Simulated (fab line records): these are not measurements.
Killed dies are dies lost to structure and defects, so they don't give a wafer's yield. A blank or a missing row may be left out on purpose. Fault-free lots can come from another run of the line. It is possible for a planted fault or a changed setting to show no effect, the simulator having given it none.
Matching of chambers | flow n5 finfet | N5_BEOL_M0_SAQP_MANDREL_ETCH_20 on rie si-04: 4 sister chambers
The step etches a-Si in HBr/Cl2, stops on SiNx, target depth 60 nm, bt time 10 s, time 30 s. 4 wafers are shown with their chamber, then 9 later ones without.

WAFERS, EACH WITH ITS CHAMBER
wafer  | chamber | throttle valve pct (%)
L081.5 | 3       | 35.6
L083.4 | 2       | 35.2
L083.5 | 1       | 36.0
L083.6 | 0       | 35.6

WAFERS WITHOUT THEIR CHAMBER
wafer  | throttle valve pct (%)
L085.2 | 35.5
L085.3 | 36.0
L085.5 | 35.1
L090.2 | 35.5
L090.4 | 35.6
L090.6 | 35.1
L092.2 | 36.0
L092.4 | 35.6
L092.6 | 35.5

EACH ONE'S CHAMBER
wafer  | from the rows above     | in truth
L085.2 | can't be placed: 0 or 3 | 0
L085.3 | 1                       | 1
L085.5 | 2                       | 2
L090.2 | can't be placed: 0 or 3 | 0
L090.4 | can't be placed: 0 or 3 | 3
L090.6 | 2                       | 2
L092.2 | 1                       | 1
L092.4 | can't be placed: 0 or 3 | 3
L092.6 | can't be placed: 0 or 3 | 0
Placed correctly: 4 of 9. Unplaceable from these rows: 5, with the true chamber sitting among the candidates in 5. Wrongly placed: 0.
How it was worked out, from the rows above alone: a wafer's distance from a chamber is the root of the sum, over the readings, of the square of ((its reading less the chamber's mean) divided by the reading's scatter). The wafer belongs to the nearest chamber; if the next one is less than 2 further off, it can't be placed. A chamber's mean is the mean of its shown wafers. The scatter: root of mean squared gap, hidden wafer to nearest shown wafer, with one shown wafer a chamber.
